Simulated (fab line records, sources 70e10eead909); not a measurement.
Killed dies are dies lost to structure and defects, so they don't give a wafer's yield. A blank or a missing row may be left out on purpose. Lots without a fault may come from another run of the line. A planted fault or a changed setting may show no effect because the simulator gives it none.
Which tool did it? | flow nand_harc | 24 lots, 72 wafers sampled, at 5 steps of a route of 1159

WHAT THE GAUGES READ, wafer by wafer
NHARC_A_SOURCE_PLATE_THK_MEAS_06: measures by ellipsometry. Usual: thk_nm 199.5 nm, standard deviation 2.2.
lot  | measured     | on            | thk_nm (nm)       | flag
L074 | day 6 23:36  | film_metro-02 | 201.7 200.4 200.6 |
L075 | day 7 21:23  | film_metro-01 | 200.9 198.7 196.1 |
L077 | day 8 01:19  | film_metro-02 | 196.4 196.3 198.2 |
L076 | day 8 01:19  | film_metro-01 | 196.2 201.2 199.4 |
L079 | day 8 14:19  | film_metro-01 | 196.4 197.3 197.6 |
L078 | day 8 14:19  | film_metro-02 | 199.5 196.7 195.0 |
L080 | day 9 00:23  | film_metro-02 | 197.7 198.4 197.3 |
L081 | day 9 00:23  | film_metro-01 | 197.6 200.7 200.6 |
L082 | day 9 14:16  | film_metro-01 | 202.1 205.0 202.1 |
L084 | day 10 04:55 | film_metro-01 | 198.7 198.7 200.2 |
L083 | day 10 04:55 | film_metro-02 | 199.8 198.5 199.8 |
L085 | day 10 20:02 | film_metro-02 | 198.8 202.9 200.9 |
L087 | day 11 01:57 | film_metro-02 | 198.0 196.8 196.2 |
L086 | day 11 01:56 | film_metro-01 | 203.0 200.6 200.9 |
L088 | day 11 01:57 | film_metro-02 | 202.5 200.8 201.9 |
L089 | day 11 18:20 | film_metro-02 | 200.4 202.1 201.9 |
L090 | day 11 18:21 | film_metro-02 | 196.7 196.1 198.5 |
L091 | day 11 18:20 | film_metro-01 | 199.4 195.4 196.4 |
L092 | day 11 18:20 | film_metro-01 | 199.8 201.1 201.1 |
L093 | day 12 10:09 | film_metro-02 | 195.5 202.0 196.2 |
L095 | day 12 10:10 | film_metro-02 | 199.7 199.1 200.9 |
L094 | day 12 10:10 | film_metro-01 | 205.0 204.1 203.8 |
L096 | day 12 21:23 | film_metro-02 | 199.6 198.5 199.3 |
L097 | day 12 21:23 | film_metro-01 | 201.2 202.5 200.8 |

WHICH TOOL RAN EACH LOT (tool, then ch and the chambers of the sampled wafers, then the start)
lot  | NHARC_P_BONDPAD_DEP_00                     | NHARC_P_BONDPAD_STRIP_15           | NHARC_P_BONDPAD_ANNEAL_28        | NHARC_P_BONDPAD_CMP_19
L074 | pecvd-02 ch 1,2, day 6 01:16 or earlier    | rie_diel-01 ch 0,1,3, day 6 01:16  | rtp_anneal-02 ch 0, day 6 02:31  | cmp-04 ch 0,3, day 6 02:53
L075 | pecvd-02 ch 0,1,2, day 6 20:07 or earlier  | rie_diel-03 ch 0,1, day 6 20:07    | rtp_anneal-02 ch 0, day 6 21:26  | cmp-02 ch 0,1,2, day 6 21:44
L077 | pecvd-03 ch 1,2, day 6 21:47               | rie_diel-03 ch 0,1, day 6 23:23    | rtp_anneal-02 ch 0, day 7 00:47  | cmp-01 ch 0,1,3, day 7 01:05
L076 | pecvd-03 ch 1,2, day 6 22:17               | rie_diel-03 ch 0,1,3, day 7 00:07  | rtp_anneal-01 ch 0, day 7 01:26  | cmp-01 ch 1,2,3, day 7 01:46
L079 | pecvd-04 ch 0,1, day 7 10:10 or earlier    | rie_diel-09 ch 0,1,2, day 7 10:10  | rtp_anneal-02 ch 0, day 7 11:31  | cmp-04 ch 1,2,3, day 7 11:49
L078 | pecvd-04 ch 0,1, day 7 08:40               | rie_diel-03 ch 1,2, day 7 10:29    | rtp_anneal-01 ch 0, day 7 11:49  | cmp-02 ch 1,3, day 7 12:08
L080 | pecvd-04 ch 0,1,2, day 7 23:21 or earlier  | rie_diel-03 ch 0,3, day 7 23:21    | rtp_anneal-01 ch 0, day 8 00:42  | cmp-04 ch 0,1,2, day 8 01:03
L081 | pecvd-03 ch 1,2, day 7 23:39               | rie_diel-09 ch 1,3, day 8 01:32    | rtp_anneal-02 ch 0, day 8 02:52  | cmp-02 ch 1,3, day 8 03:14
L082 | pecvd-03 ch 1,2, day 8 10:11               | rie_diel-03 ch 0,1,2, day 8 12:01  | rtp_anneal-01 ch 0, day 8 13:53  | cmp-04 ch 2,3, day 8 14:16
L084 | pecvd-04 ch 0,1,2, day 9 02:25 or earlier  | rie_diel-01 ch 0,2, day 9 02:25    | rtp_anneal-01 ch 0, day 9 03:49  | cmp-01 ch 1,2, day 9 04:04
L083 | pecvd-04 ch 0,1, day 9 01:22               | rie_diel-03 ch 0,1,2, day 9 03:08  | rtp_anneal-02 ch 0, day 9 04:26  | cmp-04 ch 0,1, day 9 04:47
L085 | pecvd-03 ch 0,1, day 9 16:17               | rie_diel-01 ch 0,1,3, day 9 18:00  | rtp_anneal-02 ch 0, day 9 19:19  | cmp-04 ch 1,2,3, day 9 19:41
L087 | pecvd-04 ch 0,2, day 9 21:59               | rie_diel-01 ch 1,3, day 10 00:10   | rtp_anneal-01 ch 0, day 10 01:33 | cmp-02 ch 0,2, day 10 01:53
L086 | pecvd-02 ch 0,1,2, day 10 01:14 or earlier | rie_diel-01 ch 0,3, day 10 01:14   | rtp_anneal-01 ch 0, day 10 02:41 | cmp-02 ch 0,1,3, day 10 03:05
L088 | pecvd-02 ch 0,2, day 10 01:43              | rie_diel-01 ch 1,2, day 10 03:31   | rtp_anneal-01 ch 0, day 10 04:57 | cmp-01 ch 0,1,3, day 10 05:16
L089 | pecvd-02 ch 0,2, day 10 13:50              | rie_diel-03 ch 1,2,3, day 10 15:38 | rtp_anneal-01 ch 0, day 10 16:55 | cmp-01 ch 2,3, day 10 17:16
L090 | pecvd-03 ch 0,2, day 10 15:29              | rie_diel-03 ch 1,2, day 10 17:17   | rtp_anneal-01 ch 0, day 10 18:39 | cmp-02 ch 1,2, day 10 18:59
L091 | pecvd-02 ch 0,1,2, day 10 19:16 or earlier | rie_diel-03 ch 2,3, day 10 19:16   | rtp_anneal-01 ch 0, day 10 20:34 | cmp-04 ch 0,1,2, day 10 20:54
L092 | pecvd-02 ch 0,1,2, day 10 18:12            | rie_diel-03 ch 0,2,3, day 10 20:03 | rtp_anneal-01 ch 0, day 10 21:34 | cmp-01 ch 0,1,3, day 10 21:56
L093 | pecvd-03 ch 0,1,2, day 11 04:55            | rie_diel-03 ch 1,2,3, day 11 06:45 | rtp_anneal-01 ch 0, day 11 07:59 | cmp-04 ch 0,1,2, day 11 08:24
L095 | pecvd-02 ch 1,2, day 11 07:26 or earlier   | rie_diel-03 ch 1,2,3, day 11 07:26 | rtp_anneal-01 ch 0, day 11 08:46 | cmp-01 ch 0,2,3, day 11 09:07
L094 | pecvd-03 ch 0,1, day 11 06:13              | rie_diel-03 ch 1,2,3, day 11 08:02 | rtp_anneal-01 ch 0, day 11 09:33 | cmp-04 ch 0,1,2, day 11 09:55
L096 | pecvd-02 ch 1,2, day 11 17:54              | rie_diel-01 ch 0,1, day 11 19:40   | rtp_anneal-02 ch 0, day 11 21:14 | cmp-02 ch 1,2,3, day 11 21:35
L097 | pecvd-03 ch 0,1, day 11 20:29              | rie_diel-03 ch 1,2,3, day 11 22:29 | rtp_anneal-01 ch 0, day 11 23:49 | cmp-02 ch 1,2,3, day 12 00:07
- NHARC_P_BONDPAD_DEP_00: deposits SiCN, target thk 250 nm.
- NHARC_P_BONDPAD_STRIP_15: strips in O2.
- NHARC_P_BONDPAD_ANNEAL_28: time 90 s.
- NHARC_P_BONDPAD_CMP_19: polishes, t overpolish 30 s, cu recess touch 16 s, target thk 160.81 nm.

WHAT THE TOOLS THEMSELVES READ (means of the sampled wafers that have a number; where no wafer has one, the mark that the record gives instead)
NHARC_P_BONDPAD_DEP_00. Usual: heater_power_w 614 W, standard deviation 64.
lot  | tool     | heater_power_w (W) | flag
L074 | pecvd-02 | 547                |
L075 | pecvd-02 | 612                |
L077 | pecvd-03 | 596                |
L076 | pecvd-03 | 618                |
L079 | pecvd-04 | 678                |
L078 | pecvd-04 | 692                |
L080 | pecvd-04 | 591                |
L081 | pecvd-03 | 630                |
L082 | pecvd-03 | 638                |
L084 | pecvd-04 | 599                |
L083 | pecvd-04 | 656                |
L085 | pecvd-03 | 600                |
L087 | pecvd-04 | 610                |
L086 | pecvd-02 | 609                |
L088 | pecvd-02 | 607                |
L089 | pecvd-02 | 578                |
L090 | pecvd-03 | 691                |
L091 | pecvd-02 | 616                |
L092 | pecvd-02 | 637                |
L093 | pecvd-03 | 599                |
L095 | pecvd-02 | 582                |
L094 | pecvd-03 | 563                |
L096 | pecvd-02 | 554                |
L097 | pecvd-03 | 587                |

NHARC_P_BONDPAD_STRIP_15. Usual: chamber_pressure_mTorr 60.00 mTorr, standard deviation 0.057; drypump_motor_current_A 5.7 A, standard deviation 0.41; oes_product_au 1.001 a.u., standard deviation 0.017; rf_vpp_V 57.8 V, standard deviation 0.84; showerhead_plenum_p_Torr 3.48 Torr, standard deviation 0.14; throttle_valve_pct 17.037 %, standard deviation 0.0084.
lot  | tool        | chamber_pressure_mTorr (mTorr) | drypump_motor_current_A (A) | oes_product_au (a.u.) | rf_vpp_V (V) | showerhead_plenum_p_Torr (Torr) | throttle_valve_pct (%) | flag
L074 | rie_diel-01 | 60.04                          | 5.5                         | 0.996                 | 57.8         | 3.68                            | 17.038                 |
L075 | rie_diel-03 | 59.93                          | 5.8                         | 1.013                 | 57.8         | 3.36                            | 17.036                 |
L077 | rie_diel-03 | 59.98                          | 5.8                         | 1.034                 | 57.8         | 3.36                            | 17.041                 |
L076 | rie_diel-03 | 59.95                          | 5.6                         | 0.998                 | 57.3         | 3.43                            | 17.041                 |
L079 | rie_diel-09 | 59.98                          | 5.8                         | 0.996                 | 58.0         | 3.67                            | 17.038                 |
L078 | rie_diel-03 | 60.01                          | 5.7                         | 1.012                 | 57.4         | 3.34                            | 17.041                 |
L080 | rie_diel-03 | 60.00                          | 5.3                         | 0.994                 | 57.9         | 3.51                            | 17.031                 |
L081 | rie_diel-09 | 59.99                          | 5.3                         | 1.006                 | 59.3         | 3.68                            | 17.040                 |
L082 | rie_diel-03 | 60.00                          | 5.9                         | 1.010                 | 57.2         | 3.38                            | 17.036                 |
L084 | rie_diel-01 | 59.98                          | 5.9                         | 1.003                 | 57.3         | 3.44                            | 17.036                 |
L083 | rie_diel-03 | 60.01                          | 5.9                         | 1.015                 | 57.3         | 3.38                            | 17.039                 |
L085 | rie_diel-01 | 60.01                          | 5.5                         | 0.991                 | 58.0         | 3.66                            | 17.041                 |
L087 | rie_diel-01 | 60.02                          | 5.7                         | 0.990                 | 57.4         | 3.65                            | 17.032                 |
L086 | rie_diel-01 | 59.99                          | 5.5                         | 0.988                 | 58.1         | 3.67                            | 17.037                 |
L088 | rie_diel-01 | 60.03                          | 6.1                         | 0.988                 | 57.4         | 3.42                            | 17.040                 |
L089 | rie_diel-03 | 60.00                          | 5.5                         | 1.001                 | 57.6         | 3.41                            | 17.031                 |
L090 | rie_diel-03 | 60.02                          | 5.8                         | 1.015                 | 57.6         | 3.34                            | 17.036                 |
L091 | rie_diel-03 | 59.99                          | 5.2                         | 0.988                 | 57.6         | 3.49                            | 17.044                 |
L092 | rie_diel-03 | 59.98                          | 5.7                         | 0.993                 | 57.6         | 3.45                            | 17.037                 |
L093 | rie_diel-03 | 59.96                          | 5.5                         | 1.003                 | 57.7         | 3.41                            | 17.042                 |
L095 | rie_diel-03 | 60.04                          | 5.5                         | 1.008                 | 57.0         | 3.41                            | 17.037                 |
L094 | rie_diel-03 | 60.04                          | 5.5                         | 1.012                 | 57.3         | 3.41                            | 17.041                 |
L096 | rie_diel-01 | 59.91                          | 5.5                         | 1.003                 | 58.7         | 3.64                            | 17.034                 |
L097 | rie_diel-03 | 60.01                          | 5.5                         | 1.011                 | 57.1         | 3.41                            | 17.039                 |

NHARC_P_BONDPAD_ANNEAL_28. Usual: anneal_temp_c 224.99 C, standard deviation 0.18; wafer_temp_C_max 226.3, standard deviation 0.3.
lot  | tool          | anneal_temp_c (C) | wafer_temp_C_max | flag
L074 | rtp_anneal-02 | 224.92            | 226.0            |
L075 | rtp_anneal-02 | 225.00            | 226.4            |
L077 | rtp_anneal-02 | 225.10            | 226.0            |
L076 | rtp_anneal-01 | 225.02            | 226.3            |
L079 | rtp_anneal-02 | 225.08            | 226.3            |
L078 | rtp_anneal-01 | 224.93            | 226.3            |
L080 | rtp_anneal-01 | 225.12            | 226.4            |
L081 | rtp_anneal-02 | 225.05            | 226.2            |
L082 | rtp_anneal-01 | 224.74            | 226.7            |
L084 | rtp_anneal-01 | 224.96            | 226.5            |
L083 | rtp_anneal-02 | 224.92            | 226.1            |
L085 | rtp_anneal-02 | 225.20            | 226.0            |
L087 | rtp_anneal-01 | 224.97            | 226.5            |
L086 | rtp_anneal-01 | 224.66            | 226.3            |
L088 | rtp_anneal-01 | 225.02            | 226.3            |
L089 | rtp_anneal-01 | 224.99            | 226.3            |
L090 | rtp_anneal-01 | 224.96            | 226.4            |
L091 | rtp_anneal-01 | 225.20            | 226.2            |
L092 | rtp_anneal-01 | 224.94            | 226.8            |
L093 | rtp_anneal-01 | 224.97            | 226.3            |
L095 | rtp_anneal-01 | 224.99            | 226.3            |
L094 | rtp_anneal-01 | 224.95            | 226.2            |
L096 | rtp_anneal-02 | 224.97            | 226.3            |
L097 | rtp_anneal-01 | 225.13            | 226.3            |

NHARC_P_BONDPAD_CMP_19. Usual: motor_current_A 12.3 A, standard deviation 1.3; overpolish_run_s 30.000 s, standard deviation 0.0092.
lot  | tool   | motor_current_A (A) | overpolish_run_s (s) | flag
L074 | cmp-04 | 13.2                | 29.998               |
L075 | cmp-02 | 12.6                | 30.006               |
L077 | cmp-01 | 11.8                | 30.003               |
L076 | cmp-01 | 11.1                | 30.005               |
L079 | cmp-04 | 13.1                | 30.003               |
L078 | cmp-02 | 10.7                | 30.000               |
L080 | cmp-04 | 13.0                | 30.000               |
L081 | cmp-02 | 12.0                | 30.001               |
L082 | cmp-04 | 13.3                | 29.995               |
L084 | cmp-01 | 10.5                | 29.993               |
L083 | cmp-04 | 13.2                | 30.003               |
L085 | cmp-04 | 13.3                | 29.996               |
L087 | cmp-02 | 12.4                | 29.996               |
L086 | cmp-02 | 11.9                | 30.002               |
L088 | cmp-01 | 11.6                | 30.002               |
L089 | cmp-01 | 11.7                | 30.000               |
L090 | cmp-02 | 12.3                | 30.001               |
L091 | cmp-04 | 13.2                | 30.006               |
L092 | cmp-01 | 11.7                | 30.001               |
L093 | cmp-04 | 13.0                | 30.000               |
L095 | cmp-01 | 12.1                | 30.008               |
L094 | cmp-04 | 12.7                | 29.997               |
L096 | cmp-02 | 11.6                | 30.005               |
L097 | cmp-02 | 11.9                | 29.988               |

THE ANSWER, worked out from the rows above alone
Rule: a lot is off if the mean of its wafers that have a number lies more than 3 standard deviations from the usual mean. A lot without any number at a reading at which 4 lots or more have one is off too. The other lots that the step has rows for count as sound. The gauges are gone through in route order, then the tools' own readings, and for those a lot's mean is taken as printed above. The first step at which some lot is off is used, and at that step the reading that is off furthest; a lot without a number counts as furthest.
No lot is off at any reading shown: from this, nothing can be told.

WHAT THE SIMULATOR HAD PUT IN
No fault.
